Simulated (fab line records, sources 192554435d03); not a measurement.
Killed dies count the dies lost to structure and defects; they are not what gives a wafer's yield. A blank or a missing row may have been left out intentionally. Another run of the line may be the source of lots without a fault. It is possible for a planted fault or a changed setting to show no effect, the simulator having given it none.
What tool caused it?	flow n5-finfet	8 lots with 24 wafers sampled at 3 steps, on a route of 1938 steps

== WHAT THE GAUGES SHOWED, per wafer ==
N5_BEOL_M0_SAQP_OVL_MEAS_15.
lot	measured	on	M0_CORE_OVL (nm)
L923	day 5 18:28	overlay-01	1.7 0.9 0.6
L929	day 7 03:39	overlay-02	-0.5 -0.5 -0.1
L931	day 7 15:57	overlay-01	-0.5 -0.8 1.1
L932	day 8 04:34	overlay-01	0.3 -0.3 -0.3
L942	day 10 11:11	overlay-01	11.5 11.7 12.2
L943	day 10 19:08	overlay-01	10.9 12.3 11.2
L944	day 10 23:44	overlay-01	1.7 1.3 0.4
L945	day 11 11:40	overlay-01	0.5 0.6 0.1

== WHICH TOOL RAN EACH LOT (tool, then ch and the chambers of the sampled wafers, then the start) ==
lot	N5_MOL_CONTACT_COAG_ETCH_48	N5_BEOL_M0_SAQP_EXPOSE_11
L923	rie-diel-01 ch 0,1,3, day 5 11:23	arfi-scanner-03 ch 0, day 5 18:19
L929	rie-diel-01 ch 1,2,3, day 6 22:10	arfi-scanner-01 ch 0, day 7 03:30
L931	rie-diel-02 ch 1,3, day 7 09:41	arfi-scanner-02 ch 0, day 7 15:48
L932	rie-diel-06 ch 0,1,3, day 7 22:06	arfi-scanner-02 ch 0, day 8 04:25
L942	rie-diel-01 ch 0,1,2, day 10 02:34	arfi-scanner-02 ch 0, day 10 11:02
L943	rie-diel-02 ch 0,2,3, day 10 11:17	arfi-scanner-02 ch 0, day 10 18:59
L944	rie-diel-01 ch 1,3, day 10 16:21	arfi-scanner-03 ch 0, day 10 23:34
L945	rie-diel-02 ch 1,3, day 11 04:47	arfi-scanner-03 ch 0, day 11 11:32
- N5_MOL_CONTACT_COAG_ETCH_48: etches SiOC in C4F6/O2, target depth 15 nm, overetch 4.5 nm, time 17 s.
- N5_BEOL_M0_SAQP_EXPOSE_11: exposes mask M0 CORE, target cd 42 nm.

== THE ANSWER, worked out from the rows above alone ==
Rule: the usual values come from the lots themselves. The widest of any qualifying gaps counts: lots, ordered by their means at a reading, are off when they make up no more than a third of the lots, leave a main group of 4 or more, and stand apart from it by 3 or more times the standard deviation of that group's means. If all means in a main group match to the digits the tables above print for the reading, that group is not used. A lot without any number at a reading at which 4 lots or more have one is off too. All remaining lots with rows at the step are treated as sound.
Off: L942, L943, seen at N5_BEOL_M0_SAQP_OVL_MEAS_15 (M0_CORE_OVL). The main group has a mean of 0.3 nm with a standard deviation of 0.58.
A tool fits if, at a process step before that reading, it ran every lot that is off, and no sound lot after the first of them. Those tools and the gauges at N5_BEOL_M0_SAQP_OVL_MEAS_15 are tried in the same way. One fits: arfi-scanner-02 at N5_BEOL_M0_SAQP_EXPOSE_11. Its last sound lot is L932 (day 8 04:25), its first lot that is off L942 (day 10 11:02): a fault that began between those two fits.

== WHAT HAD BEEN PUT IN BY THE SIMULATOR ==
Scanner matching overlay: arfi-scanner-02, from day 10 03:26 on, at N5_BEOL_M0_SAQP_EXPOSE_11. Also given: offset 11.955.
Struck lots among those shown: L942, L943. This agrees with what the rule above found.
